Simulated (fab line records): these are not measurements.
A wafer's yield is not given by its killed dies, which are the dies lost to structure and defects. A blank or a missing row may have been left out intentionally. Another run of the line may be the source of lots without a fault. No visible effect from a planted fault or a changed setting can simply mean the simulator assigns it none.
fab line records	flow nandHarc
record: lots: 6	wafers: 18	lastDay: 34
route steps=1302 shown A_ONON_D2@554 END@1302
lots that met no fault: from a run of the same line without faults
startH: hours from the record's first day to the start of the lot's first wafer shown	waitH: hours since the lot's step before	" the same as in the row above	L1.1+2: one row covering several wafers at once	- no value, or no start given	* or withheld: withheld	< > ~ a bound
route shown NAME@n: NAME is a module with steps in the file, n the number in the route of the first one	usual: mean/standard deviation of fault-free wafers	same: alike in all rows	chamber/n: place in a boat	sites: per-site readings	_std_site: the standard deviation of these	_edge_site: outer sites' mean less inner sites'	radiusMm: for every site, how far away it sits from the centre of the wafer	mask NAME#n: copy n	behind: the most recent tool/chamber to have shaped the wafer	hold: the reason the lot was held/the length of the hold in hours/how it ended	device: names the non-switching transistor (n, p or np)	end of line: the tests these same wafers got at the end of their route	for a step that has no rows: nothing shown but its recipe	killed: at the first sort, the dies lost to defects and structure; wafer yield is something else	map: per-die view of a wafer (x killed, . not killed, _ where there is no die)
set.NAME: setting as actually run; set.NAME@STEP: the setting as run at that earlier step	model.NAME: the simulator's own value behind a step, which no gauge read
lots at some steps of the route; a table a step, a row a wafer
services: from which hour (startH, from the record's first day; less than 0 if before it) a tool's chamber was out of use, for how many hours, and why
== steps ==
step: NHARC_A_ONON_D2_THK_MEAS_14
recipe: thkMeasGauge: ellipsometry
usual: thkNm: 1002/9.8
lot.wafer	tool	chamber	startH	waitH	thkNm
L807.2	filmMetro-01	-	292.24	-	1014
L807.3	"	-	"	"	1015
L807.5	"	-	"	"	1015
L816.4	filmMetro-01	-	377.35	-	1003
L816.5	"	-	"	"	1002
L816.6	"	-	"	"	1002
L819.3	filmMetro-02	-	388.97	-	1019
L819.4	"	-	"	"	1020
L819.6	"	-	"	"	1020
L825.2	filmMetro-01	-	454.98	-	1006
L825.5	"	-	"	"	1005
L825.6	"	-	"	"	1005
L827.3	filmMetro-02	-	482.54	-	1012
L827.4	"	-	"	"	1011
L827.6	"	-	"	"	1010
L829.3	filmMetro-01	-	505.63	-	999
L829.4	"	-	"	"	998
L829.5	"	-	"	"	1000
step: NHARC_A_ONON_D2_ANNEAL_15
recipe: tempC: 750	timeS: 3600
step: NHARC_A_ONON_D2_DEP_16
recipe: targetThkA: 10000	n2FlowSccm: 2750	n2oFlowSccm: 2000	nh3FlowSccm: 500	sih4FlowSccm: 210	tempC: 400
step: NHARC_A_ONON_D2_THK_MEAS_18
recipe: thkMeasGauge: ellipsometry
usual: thkNm: 1000/9.9
lot.wafer	tool	chamber	startH	waitH	thkNm
L807.2	filmMetro-01	-	300.61	-	1010
L807.3	"	-	"	"	1008
L807.5	"	-	"	"	1008
L816.4	filmMetro-01	-	385.08	-	996
L816.5	"	-	"	"	997
L816.6	"	-	"	"	996
L819.3	filmMetro-02	-	396.46	-	979
L819.4	"	-	"	"	981
L819.6	"	-	"	"	980
L825.2	filmMetro-01	-	463.39	-	1009
L825.5	"	-	"	"	1007
L825.6	"	-	"	"	1009
L827.3	filmMetro-02	-	490.29	-	996
L827.4	"	-	"	"	999
L827.6	"	-	"	"	998
L829.3	filmMetro-01	-	513.42	-	982
L829.4	"	-	"	"	985
L829.5	"	-	"	"	984
step: NHARC_A_ONON_D2_DEP_19
recipe: targetThkA: 10000	n2FlowSccm: 2750	n2oFlowSccm: 2000	nh3FlowSccm: 500	sih4FlowSccm: 210	tempC: 400
step: NHARC_A_ONON_D2_THK_MEAS_21
recipe: thkMeasGauge: ellipsometry
usual: thkNm: 1000/10
lot.wafer	tool	chamber	startH	waitH	thkNm
L807.2	filmMetro-02	-	301.18	-	1001
L807.3	"	-	"	"	1000
L807.5	"	-	"	"	1001
L816.4	filmMetro-01	-	385.65	-	1010
L816.5	"	-	"	"	1009
L816.6	"	-	"	"	1010
L819.3	filmMetro-01	-	397.03	-	991
L819.4	"	-	"	"	991
L819.6	"	-	"	"	990
L825.2	filmMetro-02	-	463.96	-	1008
L825.5	"	-	"	"	1007
L825.6	"	-	"	"	1009
L827.3	filmMetro-01	-	490.86	-	989
L827.4	"	-	"	"	989
L827.6	"	-	"	"	988
L829.3	filmMetro-01	-	513.98	-	984
L829.4	"	-	"	"	984
L829.5	"	-	"	"	984
step: NHARC_A_ONON_D2_DEP_22
recipe: targetThkA: 10000	n2FlowSccm: 2750	n2oFlowSccm: 2000	nh3FlowSccm: 500	sih4FlowSccm: 210	tempC: 400
step: NHARC_A_ONON_D2_THK_MEAS_24
recipe: thkMeasGauge: ellipsometry
usual: thkNm: 999/9.7
lot.wafer	tool	chamber	startH	waitH	thkNm
L807.2	filmMetro-02	-	301.74	-	1009
L807.3	"	-	"	"	1008
L807.5	"	-	"	"	1007
L816.4	filmMetro-01	-	386.23	-	995
L816.5	"	-	"	"	992
L816.6	"	-	"	"	995
L819.3	filmMetro-02	-	397.59	-	1001
L819.4	"	-	"	"	1002
L819.6	"	-	"	"	1001
L825.2	filmMetro-02	-	464.53	-	998
L825.5	"	-	"	"	999
L825.6	"	-	"	"	999
L827.3	filmMetro-02	-	491.42	-	981
L827.4	"	-	"	"	981
L827.6	"	-	"	"	981
L829.3	filmMetro-02	-	514.55	-	1001
L829.4	"	-	"	"	1002
L829.5	"	-	"	"	1002
step: NHARC_A_ONON_D2_DEP_25
recipe: targetThkA: 10000	n2FlowSccm: 2750	n2oFlowSccm: 2000	nh3FlowSccm: 500	sih4FlowSccm: 210	tempC: 400
step: NHARC_A_ONON_D2_THK_MEAS_27
recipe: thkMeasGauge: ellipsometry
usual: thkNm: 999/12
lot.wafer	tool	chamber	startH	waitH	thkNm
L807.2	filmMetro-01	-	302.31	-	1012
L807.3	"	-	"	"	1012
L807.5	"	-	"	"	1011
L816.4	filmMetro-01	-	386.92	-	1003
L816.5	"	-	"	"	1005
L816.6	"	-	"	"	1005
L819.3	filmMetro-01	-	398.16	-	994
L819.4	"	-	"	"	995
L819.6	"	-	"	"	994
L825.2	filmMetro-01	-	465.10	-	1013
L825.5	"	-	"	"	1010
L825.6	"	-	"	"	1011
L827.3	filmMetro-01	-	491.99	-	997
L827.4	"	-	"	"	998
L827.6	"	-	"	"	997
L829.3	filmMetro-02	-	515.12	-	1010
L829.4	"	-	"	"	1009
L829.5	"	-	"	"	1009
step: NHARC_A_ONON_D2_DEP_28
recipe: targetThkA: 10000	n2FlowSccm: 2750	n2oFlowSccm: 2000	nh3FlowSccm: 500	sih4FlowSccm: 210	tempC: 400
step: NHARC_A_ONON_D2_THK_MEAS_30
recipe: thkMeasGauge: ellipsometry
usual: thkNm: 1005/9.3
lot.wafer	tool	chamber	startH	waitH	thkNm
L807.2	filmMetro-02	-	302.88	-	992
L807.3	"	-	"	"	992
L807.5	"	-	"	"	991
L816.4	filmMetro-01	-	387.49	-	1010
L816.5	"	-	"	"	1009
L816.6	"	-	"	"	1009
L819.3	filmMetro-02	-	398.77	-	1012
L819.4	"	-	"	"	1012
L819.6	"	-	"	"	1014
L825.2	filmMetro-01	-	465.66	-	1005
L825.5	"	-	"	"	1003
L825.6	"	-	"	"	1006
L827.3	filmMetro-02	-	492.55	-	1004
L827.4	"	-	"	"	1005
L827.6	"	-	"	"	1003
L829.3	filmMetro-01	-	515.68	-	1003
L829.4	"	-	"	"	1004
L829.5	"	-	"	"	1002
step: NHARC_A_ONON_D2_DEP_33
recipe: targetThkA: 2000	tempC: 400	pressureTorr: 6.5	rfW: 900	teosFlowSccm: 161.4	flowSccm: 2650	targetThkNm: 200	gas: O2	material: SiO2
usual: heaterPowerW: 546/98	mfcPrecursorSccm: 161.4/0.47	throttleValvePct: 15.8/0.53
lot.wafer	tool	chamber	startH	waitH	heaterPowerW	mfcPrecursorSccm	throttleValvePct
L807.3	pecvd-03	0	302.94	0.1	438	160.7	15.7
L807.2	"	1	"	"	495	161.8	15.6
L807.5	"	1	"	"	510	162.0	15.8
L816.6	pecvd-03	1	387.68	0.2	488	161.5	15.6
L816.5	"	2	"	"	713	160.9	15.5
L816.4	"	0	"	"	364	161.5	15.7
L819.3	pecvd-01	2	398.91	0.1	549	162.3	16.7
L819.6	"	0	"	"	619	160.2	15.2
L819.4	"	2	"	"	550	162.2	16.6
L825.2	pecvd-03	1	465.81	0.2	589	161.7	15.7
L825.5	"	2	"	"	699	162.2	15.7
L825.6	"	0	"	"	342	137.1	15.3
L827.3	pecvd-03	1	492.65	0.1	582	161.3	15.9
L827.6	"	0	"	"	334	136.8	15.6
L827.4	"	2	"	"	575	161.7	15.8
L829.3	pecvd-01	1	515.78	0.1	441	162.1	15.6
L829.4	"	0	"	"	728	162.1	15.4
L829.5	"	2	"	"	548	160.9	16.6
step: NHARC_A_ONON_D2_THK_MEAS_34
recipe: thkMeasGauge: ellipsometry
usual: thkNm: 200.6/2.8
lot.wafer	tool	chamber	startH	waitH	thkNm
L807.2	filmMetro-01	-	303.35	-	202.2
L807.3	"	-	"	"	199.7
L807.5	"	-	"	"	204.8
L816.4	filmMetro-01	-	387.96	-	205.0
L816.5	"	-	"	"	197.7
L816.6	"	-	"	"	202.0
L819.3	filmMetro-01	-	399.24	-	197.2
L819.4	"	-	"	"	200.5
L819.6	"	-	"	"	200.3
L825.2	filmMetro-02	-	466.14	-	199.4
L825.5	"	-	"	"	199.4
L825.6	"	-	"	"	172.5
L827.3	filmMetro-01	-	493.02	-	199.9
L827.4	"	-	"	"	200.5
L827.6	"	-	"	"	173.8
L829.3	filmMetro-01	-	516.15	-	197.6
L829.4	"	-	"	"	198.7
L829.5	"	-	"	"	199.9
step: NHARC_END_SORT_01
recipe: tempC: 25
usual: killedAtArray: 57/18	killedAtOther: 0.8/1	killedAtPeriphery: 3.9/2.8	killedDies: 62/18	killedOpen: 3.4/1.8	killedShort: 2.2/1.6
same: grossDies: 677
lot.wafer	tool	chamber	startH	waitH	killedAtArray	killedAtOther	killedAtPeriphery	killedDies	killedOpen	killedShort
L807.2	prober-02	0	588.66	2.8	67	0	1	68	6	1
L807.3	prober-02	0	589.46	3.1	69	2	3	74	4	3
L807.5	prober-02	0	591.04	3.7	68	2	5	75	7	4
killed by level:class
L807.2 A_CHANNEL_HOLE_D1:chamberFilmFlake=28 A_SLIT:chamberFilmFlake=20 A_CHANNEL_HOLE_D2:chamberFilmFlake=4 A_CONTACT:chamberFilmFlake=3 A_DECK1_JOINT:geometricParticle:open=2 A_STAIRCASE:chamberFilmFlake=2 P_M0:geometricParticle:open=1 A_CHANNEL_HOLE_D1:geometricParticle:short=1
L807.3 A_CHANNEL_HOLE_D1:chamberFilmFlake=30 A_SLIT:chamberFilmFlake=23 A_CHANNEL_HOLE_D2:chamberFilmFlake=3 P_GATE:chamberFilmFlake=2 A_CHANNEL_FILL_D2:chamberFilmFlake=2 A_STAIRCASE:chamberFilmFlake=2 A_CONTACT:chamberFilmFlake=2 THIN_TSV:chamberFilmFlake=2
L807.5 A_CHANNEL_HOLE_D1:chamberFilmFlake=27 A_SLIT:chamberFilmFlake=17 A_CHANNEL_HOLE_D2:chamberFilmFlake=5 A_CHANNEL_FILL_D2:chamberFilmFlake=4 P_GATE:chamberFilmFlake=3 A_ONON_D2:geometricParticle:open=2 A_CHANNEL_FILL_D2:geometricParticle:short=2 A_STAIRCASE:chamberFilmFlake=2
== services ==
tool	chamber	startH	hours	kind
pecvd-01	-	308.66	0.9	repair
pecvd-01	-	311.45	13.0	pm
pecvd-01	0	311.45	13.0	ventCycle
pecvd-01	1	311.45	13.0	ventCycle
pecvd-01	2	311.45	13.0	ventCycle
pecvd-01	0	324.45	-	clean
pecvd-01	1	324.45	-	clean
pecvd-01	2	324.45	-	clean
pecvd-01	2	344.35	11.9	repair
pecvd-03	-	366.37	13.0	pm
pecvd-03	0	366.37	13.0	ventCycle
pecvd-03	1	366.37	13.0	ventCycle
pecvd-03	2	366.37	13.0	ventCycle
pecvd-03	0	379.37	-	clean
pecvd-03	1	379.37	-	clean
pecvd-03	2	379.37	-	clean
pecvd-01	-	492.45	13.0	pm
pecvd-01	0	492.45	13.0	ventCycle
pecvd-01	1	492.45	13.0	ventCycle
pecvd-01	2	492.45	13.0	ventCycle
pecvd-01	0	505.45	-	clean
pecvd-01	1	505.45	-	clean
pecvd-01	2	505.45	-	clean
pecvd-03	-	513.30	0.4	repair
== key ==
firstSign: step: NHARC_A_ONON_D2_DEP_33	reading: mfcPrecursorSccm	direction: down	sigmas: 52	usual: 161.4	struck: 137.0
effect: step: NHARC_A_ONON_D2_THK_MEAS_34	reading: thkNm	direction: down	sigmas: 9.8	usual: 200.6	struck: 173.2
metAt NHARC_A_ONON_D2_DEP_33
struckWafers L825.6,L827.6
testerLeftOut L825,L827
onsetBetween 387.68 465.81
fault: kind: processParameterDrift	tool: pecvd-03	chamber: 0	onsetH: 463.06	steps: NHARC_A_ONON_D2_DEP_33	channel: teosFlowSccm	offset: *	shape: step	endH: 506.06	actsIn: *	stated: *
testerLeftOut: of these lots the tester's yield and bins aren't shown, on N5 and GAA mostly nor the transistor test; their killed dies are dies lost to structure and defects alone, not to doping, threshold or leakage, so they don't give the yield
